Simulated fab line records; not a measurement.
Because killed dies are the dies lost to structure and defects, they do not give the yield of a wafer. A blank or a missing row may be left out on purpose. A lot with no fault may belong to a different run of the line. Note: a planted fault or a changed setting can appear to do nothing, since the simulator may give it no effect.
fab line records	flow n5_finfet
record: lots: 6	wafers: 18	last_day: 19
route steps=1938 shown FIN_SAQP@134 BEOL_M4@1111 PASSIVATION@1936
lots untouched by any fault: they come from a run of this same line in which no faults occurred
start_h: hours from the record's first day to the start of the lot's first wafer shown	wait_h: hours from the lot's prior step to this one	" identical to the entry in the row above	L1.1+2: a row that stands for several wafers	- either no value or no given start	* or withheld: withheld	< > ~ a bound
route shown NAME@n: NAME is a module with steps in the file, n the number in the route of the first one	usual: mean/standard deviation of fault-free wafers	same: alike in all rows	chamber/n: place in a boat	sites: the reading at each site	_std_site: the values' standard deviation	_edge_site: the outer-site mean with the inner-site mean subtracted	radius_mm: how far each site lies from the wafer's centre	mask NAME#n: copy n	behind: the tool/chamber that last shaped the wafer	hold: cause of the lot's hold/its duration in hours/its outcome	device: whichever transistor did not switch (one of n, p or np)	end of line: tests run on the same wafers once the route is complete	for a step that has no rows: nothing shown but its recipe	killed: count of dies lost to structure and defects at first sort (not the wafer's yield)	map: dies across one wafer; x = killed, . = not, _ = none there
set.NAME: setting as actually run; set.NAME@STEP: the setting as run at that earlier step	model.NAME: the simulator's own value behind a step, which no gauge read
lots at selected steps of the route; one table per step, one row per wafer
services: a tool's chamber out of use, with start hour (start_h, from the record's first day; less than 0 if before it), hours out, and reason
== steps ==
step: N5_FIN_SAQP_ETCH_69
recipe: chemistry: N2/H2	target: SOC	target_depth_a: 1500	stop_on: SiNx	ion_energy_ev: 100	bias_w: 61	pressure_mtorr: 30	source_w: 850	n2_flow_sccm: 200	h2_flow_sccm: 200
step: N5_FIN_SAQP_ETCH_67
recipe: chemistry: CH3F/O2	target: SiNx	target_depth_a: 300	mask_material: SOC	pressure_mtorr: 30	source_w: 395	bias_w: 73	Ar_flow_sccm: 150	CH3F_flow_sccm: 30	O2_flow_sccm: 20	ion_energy_ev: 120
usual: drypump_motor_current_A: 5.6/0.53	oes_product_au: 0.77/0.079	rf_vpp_V: 294/7.3	showerhead_plenum_p_Torr: 2.04/0.045	throttle_valve_pct: 16.4/0.31
lot.wafer	tool	chamber	start_h	wait_h	drypump_motor_current_A	oes_product_au	rf_hours_counter_h	rf_vpp_V	showerhead_plenum_p_Torr	throttle_valve_pct
L833.1	rie_diel-05	1	66.76	0.0	4.9	0.72	148	292	2.03	16.3
L833.4	"	0	"	"	6.3	0.82	81	287	1.95	16.2
L833.6	"	3	"	"	5.6	0.72	-	300	2.06	16.3
L835.1	rie_diel-05	0	78.92	0.0	6.3	0.82	86	286	1.94	16.2
L835.2	"	3	"	"	5.6	0.71	204	301	2.06	16.4
L835.6	"	1	"	"	4.9	0.72	-	292	2.03	16.3
L836.2	rie_diel-02	1	85.15	0.0	5.7	0.80	101	299	2.03	16.6
L836.3	"	3	"	"	5.3	0.70	216	284	2.06	16.7
L836.5	"	0	"	"	6.1	0.72	-	305	2.08	16.8
L840.2	rie_diel-02	3	108.36	0.0	5.3	0.68	224	284	2.05	16.7
L840.4	"	2	"	"	5.1	0.74	169	293	2.08	16.5
L840.6	"	3	"	"	5.3	0.68	-	283	2.05	16.7
L842.3	rie_diel-06	1	120.61	0.0	6.4	0.86	56	297	2.03	15.9
L842.4	"	2	"	"	5.4	0.68	243	301	2.03	16.5
L842.5	"	1	"	"	6.5	0.87	-	297	2.03	15.9
L849.1	rie_diel-06	1	164.26	0.0	6.4	0.82	71	297	2.03	15.9
L849.2	"	0	"	"	5.3	0.74	173	287	2.08	16.6
L849.6	"	0	"	"	5.3	0.73	-	287	2.08	16.6
step: N5_FIN_SAQP_STRIP_70
recipe: chemistry: N2/H2	power_w: 500	temp_c: 40	pressure_mtorr: 50	rf_frequency_hz: 6e+07	overash_fraction: 0.3	bias_power_w: 28	h2_frac: 0.5	n2_flow_sccm: 300	h2_flow_sccm: 300
step: N5_FIN_SAQP_RECESS_71
recipe: chemistry: HF/NH3	target: SiO2	target_depth_a: 30	afs_cycles: 1	temp_c: 30	sublimation_temp_c: 180	sublimation_time_s: 60
usual: drypump_motor_current_A: 5.67/0.28
lot.wafer	tool	chamber	start_h	wait_h	drypump_motor_current_A
L833.1	vapor_etch-01	1	66.86	0.0	5.77
L833.4	"	0	"	"	5.76
L833.6	"	1	"	"	5.80
L835.1	vapor_etch-01	0	79.02	0.0	5.75
L835.2	"	1	"	"	5.80
L835.6	"	0	"	"	5.77
L836.2	vapor_etch-02	0	85.25	0.0	5.27
L836.3	"	0	"	"	5.25
L836.5	"	1	"	"	5.96
L840.2	vapor_etch-02	1	108.47	0.0	5.97
L840.4	"	1	"	"	5.94
L840.6	"	1	"	"	5.94
L842.3	vapor_etch-01	0	120.75	0.1	5.78
L842.4	"	1	"	"	5.76
L842.5	"	1	"	"	5.75
L849.1	vapor_etch-01	0	164.36	0.0	5.73
L849.2	"	1	"	"	5.81
L849.6	"	1	"	"	5.80
step: N5_FIN_SAQP_SPACER2_ALD_28
recipe: material: SiO2	target_thk_a: 81	temp_c: 300	ald_precursor_family: BDEAS	ald_co_reactant: O2-plasma	pulse_time_s: 1	purge_time_s: 2	co_reactant_purge_time_s: 2	pressure_torr: 2
usual: heater_power_w: 472/47	precursor_pulse_height_rel: 0.998/0.021
same: co_reactant_purge_time_s: 2
lot.wafer	tool	chamber	start_h	wait_h	heater_power_w	precursor_pulse_height_rel
L833.1	ald_sin-03	2	67.01	0.1	542	1.024
L833.4	"	1	"	"	426	0.998
L833.6	"	1	"	"	427	0.983
L835.1	ald_sin-02	2	79.25	0.2	447	0.948
L835.2	"	1	"	"	491	0.980
L835.6	"	1	"	"	483	1.009
L836.2	ald_sin-03	3	85.39	0.1	394	1.007
L836.3	"	1	"	"	434	1.027
L836.5	"	2	"	"	521	0.998
L840.2	ald_sin-02	2	108.61	0.1	468	0.983
L840.4	"	3	"	"	523	0.980
L840.6	"	1	"	"	467	0.973
L842.3	ald_sin-02	0	120.86	0.1	446	0.994
L842.4	"	2	"	"	467	0.998
L842.5	"	0	"	"	440	0.995
L849.1	ald_sin-01	3	164.51	0.1	449	0.976
L849.2	"	1	"	"	472	0.983
L849.6	"	0	"	"	449	0.981
step: N5_FIN_SAQP_SPACER2_ETCHBACK_29
recipe: chemistry: CHF3/O2	mode: anisotropic_etchback	target: SiO2	target_depth_a: 122	time_s: 6.1	pressure_mtorr: 30	source_w: 650	bias_w: 170	Ar_flow_sccm: 200	CHF3_flow_sccm: 50	O2_flow_sccm: 5	ion_energy_ev: 200
step: N5_FIN_SAQP_MANDREL2_REMOVE_60
recipe: chemistry: HBr/Cl2/O2	bt_time_s: 10	target: a-Si	stop_on: SiNx	endpoint: OES-SiCl	over_etch_frac: 1	icp_w: 600	bias_w: 22	HBr_flow_sccm: 150	Cl2_flow_sccm: 80	O2_flow_sccm: 5	pressure_mtorr: 10
step: N5_FIN_SAQP_CD_MEAS_31
recipe: target_cd_nm: 8	landing_energy_ev: 1000	detector: se_inlens	polarity: line
usual: cd_nm: 8.16/0.24
lot.wafer	tool	chamber	start_h	wait_h	cd_nm
L833.1	cd_sem-02	0	67.53	0.1	8.48
L833.4	"	0	"	"	8.32
L833.6	"	0	"	"	7.90
L835.1	cd_sem-01	0	79.77	0.1	7.92
L835.2	"	0	"	"	8.27
L835.6	"	0	"	"	8.17
L836.2	cd_sem-01	0	85.91	0.1	8.17
L836.3	"	0	"	"	7.73
L836.5	"	0	"	"	7.76
L840.2	cd_sem-02	0	109.14	0.1	8.39
L840.4	"	0	"	"	8.07
L840.6	"	0	"	"	8.56
L842.3	cd_sem-01	0	121.38	0.1	7.96
L842.4	"	0	"	"	8.05
L842.5	"	0	"	"	8.23
L849.1	cd_sem-01	0	165.03	0.1	8.28
L849.2	"	0	"	"	8.12
L849.6	"	0	"	"	7.80
step: N5_FIN_SAQP_HM_OPEN_33
recipe: chemistry: CH3F/O2	target: SiNx	mask_material: SiO2	target_depth_a: 494	time_s: 70.6	pressure_mtorr: 30	source_w: 395	bias_w: 73	Ar_flow_sccm: 150	CH3F_flow_sccm: 30	O2_flow_sccm: 20	ion_energy_ev: 120	ends: cleared
usual: drypump_motor_current_A: 5.6/0.53	etch_rf_on_time_s: 69.8/2.2	oes_product_au: 0.67/0.07	rf_vpp_V: 294/7.3	showerhead_plenum_p_Torr: 2.03/0.047	throttle_valve_pct: 16.31/0.3
lot.wafer	tool	chamber	start_h	wait_h	drypump_motor_current_A	etch_rf_on_time_s	oes_product_au	rf_hours_counter_h	rf_vpp_V	showerhead_plenum_p_Torr	throttle_valve_pct
L833.1	rie_diel-02	3	67.58	0.0	5.3	72.2	0.59	211	284	2.06	16.65
L833.4	"	1	"	"	5.7	70.5	0.69	94	296	2.03	16.53
L833.6	"	1	"	"	5.8	68.1	0.70	-	298	2.03	16.52
L835.1	rie_diel-02	0	80.20	0.4	6.2	67.8	0.63	182	307	2.08	16.73
L835.2	"	3	"	"	5.3	71.2	0.59	215	284	2.06	16.67
L835.6	"	1	"	"	5.7	68.6	0.69	-	299	2.03	16.54
L836.2	rie_diel-05	2	85.96	0.0	5.9	70.8	0.76	25	281	1.97	16.09
L836.3	"	0	"	"	6.3	70.3	0.70	87	285	1.94	16.21
L836.5	"	3	"	"	5.6	71.2	0.62	-	300	2.06	16.34
L840.2	rie_diel-06	0	109.19	0.0	5.3	69.8	0.65	154	285	2.09	16.53
L840.4	"	2	"	"	5.4	73.1	0.58	239	302	2.03	16.48
L840.6	"	2	"	"	5.4	73.5	0.58	-	300	2.03	16.45
L842.3	rie_diel-06	1	121.43	0.0	6.5	66.4	0.74	56	298	2.03	15.86
L842.4	"	0	"	"	5.3	71.7	0.64	158	287	2.09	16.54
L842.5	"	1	"	"	6.5	66.6	0.73	-	297	2.03	15.84
L849.1	rie_diel-06	2	165.08	0.0	5.4	66.5	0.84	2	300	2.03	16.12
L849.2	"	0	"	"	5.3	70.7	0.64	174	289	2.08	16.60
L849.6	"	3	"	"	4.8	70.9	0.76	-	302	1.95	15.77
step: N5_FIN_SAQP_ETCH_34
recipe: chemistry: C4F6/O2	target: SiO2	target_depth_a: 450	time_s: 15	ion_energy_ev: 250	pressure_mtorr: 30	source_w: 345	bias_w: 185	Ar_flow_sccm: 300	C4F6_flow_sccm: 10	O2_flow_sccm: 10	ends: cleared
step: N5_FIN_SAQP_STRIP_77
recipe: chemistry: N2/H2	time_s: 90	power_w: 100	temp_c: 40	pressure_mtorr: 100	rf_frequency_hz: 6e+07	bias_power_w: 3	n2_flow_sccm: 300	h2_flow_sccm: 300
step: N5_FIN_SAQP_HM_CD_35
recipe: target_cd_nm: 8	polarity: line
usual: cd_nm: 8.18/0.25
lot.wafer	tool	chamber	start_h	wait_h	cd_nm
L833.1	cd_sem-02	-	67.79	0.1	8.19
L833.4	"	-	"	"	8.01
L833.6	"	-	"	"	7.99
L835.1	cd_sem-02	-	80.42	0.1	8.60
L835.2	"	-	"	"	8.14
L835.6	"	-	"	"	8.22
L836.2	cd_sem-01	-	86.18	0.1	8.60
L836.3	"	-	"	"	7.88
L836.5	"	-	"	"	7.75
L840.2	cd_sem-01	-	109.41	0.1	8.63
L840.4	"	-	"	"	8.26
L840.6	"	-	"	"	8.16
L842.3	cd_sem-02	-	121.65	0.1	7.80
L842.4	"	-	"	"	8.44
L842.5	"	-	"	"	7.99
L849.1	cd_sem-01	-	165.29	0.1	8.26
L849.2	"	-	"	"	8.15
L849.6	"	-	"	"	8.36
step: N5_FIN_SAQP_ETCH_64
recipe: chemistry: CF4	target: SiO2	target_depth_a: 15	ion_energy_ev: 350	pressure_mtorr: 10	icp_w: 800	bias_w: 400	cf4_flow_sccm: 80
usual: drypump_motor_current_A: 5.4/0.48	oes_product_au: 0.989/0.021	throttle_valve_pct: 21.94/0.25
lot.wafer	tool	chamber	start_h	wait_h	drypump_motor_current_A	oes_product_au	rf_hours_counter_h	throttle_valve_pct	model.etch.depth_nm
L833.1	rie_si-03	1	67.84	0.0	5.2	0.951	123	21.98	1.42
L833.4	"	0	"	"	5.6	1.033	60	21.69	1.54
L833.6	"	0	"	"	5.5	1.027	-	21.67	1.536
L835.1	rie_si-02	0	80.47	0.0	5.1	0.968	25	22.14	1.446
L835.2	"	2	"	"	5.2	0.984	2	22.00	1.484
L835.6	"	2	"	"	5.2	0.987	-	21.99	1.484
L836.2	rie_si-01	1	86.23	0.0	5.8	1.005	112	21.88	1.499
L836.3	"	2	"	"	4.9	0.992	144	22.31	1.517
L836.5	"	3	"	"	5.3	0.984	-	21.60	1.488
L840.2	rie_si-01	1	109.45	0.0	5.8	1.009	112	21.88	1.511
L840.4	"	3	"	"	5.4	1.250	5	21.70	2.147
L840.6	"	1	"	"	5.8	1.005	-	21.88	1.508
L842.3	rie_si-01	2	121.69	0.0	4.9	1.259	144	22.39	2.154
L842.4	"	1	"	"	5.8	1.256	113	21.98	2.133
L842.5	"	2	"	"	4.9	0.985	-	22.30	1.509
L849.1	rie_si-03	0	165.34	0.0	5.5	1.036	62	21.68	1.549
L849.2	"	1	"	"	5.2	0.950	124	21.99	1.411
L849.6	"	1	"	"	5.2	0.956	-	21.99	1.433
step: N5_FIN_SAQP_FIN_ETCH_36
recipe: chemistry: HBr/Cl2/O2	target_depth_a: 1200	mask_material: SiNx	time_s: 50.4	bias_w: 102	pressure_mtorr: 10	icp_w: 800	HBr_flow_sccm: 150	Cl2_flow_sccm: 80	O2_flow_sccm: 12
usual: drypump_motor_current_A: 5.4/0.49	oes_product_au: 0.991/0.019	throttle_valve_pct: 36.2/0.37
lot.wafer	tool	chamber	start_h	wait_h	drypump_motor_current_A	oes_product_au	rf_hours_counter_h	throttle_valve_pct
L833.1	rie_si-03	1	67.86	0.0	5.2	0.961	123	36.1
L833.4	"	0	"	"	5.5	1.040	60	35.4
L833.6	"	0	"	"	5.6	1.028	-	35.4
L835.1	rie_si-02	0	80.49	0.0	5.2	0.961	25	36.4
L835.2	"	2	"	"	5.2	0.987	2	36.7
L835.6	"	2	"	"	5.2	0.991	-	36.7
L836.2	rie_si-01	1	86.25	0.0	5.8	1.006	112	36.4
L836.3	"	2	"	"	4.9	0.987	144	36.3
L836.5	"	3	"	"	5.4	0.977	-	35.8
L840.2	rie_si-01	1	109.47	0.0	5.8	0.992	112	36.4
L840.4	"	3	"	"	5.3	0.974	5	35.8
L840.6	"	1	"	"	5.8	1.004	-	36.4
L842.3	rie_si-01	2	121.71	0.0	4.9	1.001	144	36.3
L842.4	"	1	"	"	5.8	1.002	113	36.4
L842.5	"	2	"	"	4.9	1.005	-	36.3
L849.1	rie_si-03	0	165.36	0.0	5.6	1.046	62	35.4
L849.2	"	1	"	"	5.2	0.963	124	36.1
L849.6	"	1	"	"	5.2	0.969	-	36.1
step: N5_BEOL_M4_RC_MEAS_101
usual: DIBL_N: 36.5/2.2	DIBL_P: 36.9/2.9	IOFF_N: 0.17/0.044	IOFF_P: 0.22/0.052	ION_N: 671/16	ION_P: 461/10	SS_N: 71.6/0.73	SS_P: 73.5/0.79	VT_N: 250/4.1	VT_P: -250/4.1
lot.wafer	tool	chamber	start_h	wait_h	DIBL_N[mV/V]	DIBL_P[mV/V]	IOFF_N[nA/um]	IOFF_P[nA/um]	ION_N[uA/um]	ION_P[uA/um]	SS_N[mV/dec]	SS_P[mV/dec]	VT_N[mV]	VT_P[mV]
L833.1	prober-01	0	219.30	0.0	36.7	36.2	0.15	0.24	670	463	71.5	73.9	251	-249
L833.4	"	0	"	"	39.1	39.3	0.20	0.32	661	458	71.8	75.0	249	-242
L833.6	"	0	"	"	34.9	33.4	0.14	0.20	643	453	71.3	73.4	252	-250
L835.1	prober-01	0	233.96	0.0	38.4	38.7	0.22	0.30	677	473	72.2	74.4	243	-245
L835.2	"	0	"	"	39.4	39.3	0.21	0.30	680	469	72.2	74.0	245	-244
L835.6	"	0	"	"	34.0	32.1	0.13	0.17	680	465	70.7	72.2	250	-254
L836.2	prober-02	0	252.93	0.2	39.9	42.9	0.25	0.29	687	461	72.6	75.1	242	-247
L836.3	"	0	"	"	32.7	32.2	0.11	0.14	681	461	70.8	72.2	253	-256
L836.5	"	0	"	"	36.3	38.0	0.16	0.20	672	455	71.3	74.1	249	-251
L840.2	prober-02	0	268.72	0.2	38.8	40.6	0.19	0.26	666	463	71.6	74.2	248	-248
L840.4	"	0	"	"	34.4	34.7	0.12	0.17	661	460	71.5	73.4	253	-253
L840.6	"	0	"	"	34.7	35.1	0.12	0.18	662	455	71.3	73.3	254	-257
L842.3	prober-02	0	287.28	0.3	34.9	33.4	0.13	0.17	679	466	71.1	72.5	252	-250
L842.4	"	0	"	"	39.5	39.0	0.24	0.27	694	468	72.1	74.1	243	-248
L842.5	"	0	"	"	36.3	35.6	0.17	0.21	690	476	71.6	73.1	248	-251
L849.1	prober-01	0	340.34	0.0	39.0	41.7	0.23	0.29	690	480	73.1	74.8	244	-245
L849.2	"	0	"	"	36.1	36.9	0.15	0.20	665	458	72.1	73.8	252	-250
L849.6	"	0	"	"	36.4	37.6	0.15	0.21	662	450	71.4	73.3	248	-250
step: N5_PASSIVATION_PROBE_49
usual: defect_limited_yield: 91.3/1.4	killed_at_M0_to_M3: 36/10	killed_at_M4_up: 13/5.4	killed_at_contacts: 12/5.3	killed_at_front_end: 39/10	killed_at_other: 3.2/2.7	killed_dies: 103/16	killed_open: 68/13	killed_short: 33/6.6	sort_bin_4_leakage: 0.01/0.031	sort_bin_5_function: 5.1/0.92	sort_bin_6_memory: 3.3/0.68	sort_bin_8_speed: 0.1/0.41	sort_n_pass: 1077/17	sort_yield_pct: 91.2/1.4
same: gross_dies: 1180	killed_at_back_side: 0
lot.wafer	tool	chamber	start_h	wait_h	defect_limited_yield[%]	killed_at_M0_to_M3	killed_at_M4_up	killed_at_contacts	killed_at_front_end	killed_at_other	killed_dies	killed_open	killed_short	sort_bin_4_leakage[%]	sort_bin_5_function[%]	sort_bin_6_memory[%]	sort_bin_8_speed[%]	sort_n_pass	sort_yield_pct[%]
L835.1	prober-02	-	345.42	0.0	91.4	20	5	13	62	1	101	78	21	0	4.9	3.6	0	1079	91.4
L835.2	prober-02	-	345.47	0.1	91.5	31	12	6	50	1	100	59	38	0	5.0	3.2	0	1080	91.5
L835.6	prober-02	-	345.67	0.3	92.9	30	10	13	27	4	84	56	27	0	4.7	2.2	0	1096	92.9
killed by level:class
L835.1 STI_FIN_REVEAL:geometric_particle:open=32 MOL_CONTACT_COAG:geometric_particle:open=11 STARTING-WAFER:geometric_particle:open=7 FIN_SAQP:geometric_particle:open=6 BEOL_M0_SAQP:geometric_particle:short=4 BEOL_M1:geometric_particle:open=4 BEOL_M2:geometric_particle:open=4 STI_FIN_REVEAL:geometric_particle:short=3
L835.2 STI_FIN_REVEAL:geometric_particle:open=13 BEOL_M0_SAQP:geometric_particle:short=9 FIN_SAQP:geometric_particle:open=8 FIN_SAQP:geometric_particle:short=6 STARTING-WAFER:geometric_particle:open=6 MOL_CONTACT_COAG:geometric_particle:open=5 BEOL_M0_SAQP:geometric_particle:open=5 BEOL_M1:geometric_particle:short=5
L835.6 MOL_CONTACT_COAG:geometric_particle:open=11 BEOL_M3:geometric_particle:open=7 FIN_SAQP:geometric_particle:open=6 BEOL_M0_SAQP:geometric_particle:short=6 FIN_SAQP:geometric_particle:short=5 BEOL_M5:geometric_particle:open=5 STI_FIN_REVEAL:geometric_particle:open=4 DUMMY_GATE:geometric_particle:open=4
== services ==
tool	chamber	start_h	hours	kind
rie_diel-06	-	46.53	2.8	pm
rie_diel-06	3	61.57	-	clean
rie_diel-06	3	61.57	-	consumable_replace:focus_ring
rie_diel-06	3	61.57	14.3	scheduled_down
rie_diel-06	3	61.57	14.3	vent_cycle
vapor_etch-01	-	62.01	0.3	repair
ald_sin-02	-	62.02	2.1	repair
ald_sin-01	-	62.04	2.5	repair
ald_sin-03	0	79.03	7.5	repair
ald_sin-02	-	85.49	14.0	pm
ald_sin-02	0	85.49	14.0	vent_cycle
rie_diel-06	3	89.22	5.0	repair
ald_sin-03	3	101.49	2.7	repair
rie_si-03	2	105.92	3.8	repair
ald_sin-01	-	112.61	0.8	repair
rie_diel-05	1	121.32	1.8	repair
rie_si-03	2	123.05	-	clean
rie_si-03	2	123.05	16.0	scheduled_down
rie_si-03	2	123.05	16.0	vent_cycle
rie_diel-06	2	144.60	-	clean
rie_diel-06	2	144.60	-	consumable_replace:focus_ring
rie_diel-06	2	144.60	14.3	scheduled_down
rie_diel-06	2	144.60	14.3	vent_cycle
rie_si-01	-	157.73	0.3	repair
== key ==
first_sign: step: N5_FIN_SAQP_ETCH_64	reading: oes_product_au	direction: up	sigmas: 12	usual: 0.989	struck: 1.255
effect none on later readings
model_effect: step: N5_FIN_SAQP_ETCH_64	value: etch.depth_nm	without: 1.503	struck: 2.145
met_at N5_FIN_SAQP_ETCH_64
struck_wafers L840.4,L842.3,L842.4
onset_between 86.23 109.45
fault: kind: process_parameter_drift	tool: rie_si-01	chamber: -	onset_h: 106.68	steps: N5_FIN_SAQP_ETCH_64	channel: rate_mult	offset: 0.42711	shape: step	end_h: 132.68	scope: struck_wafers_only
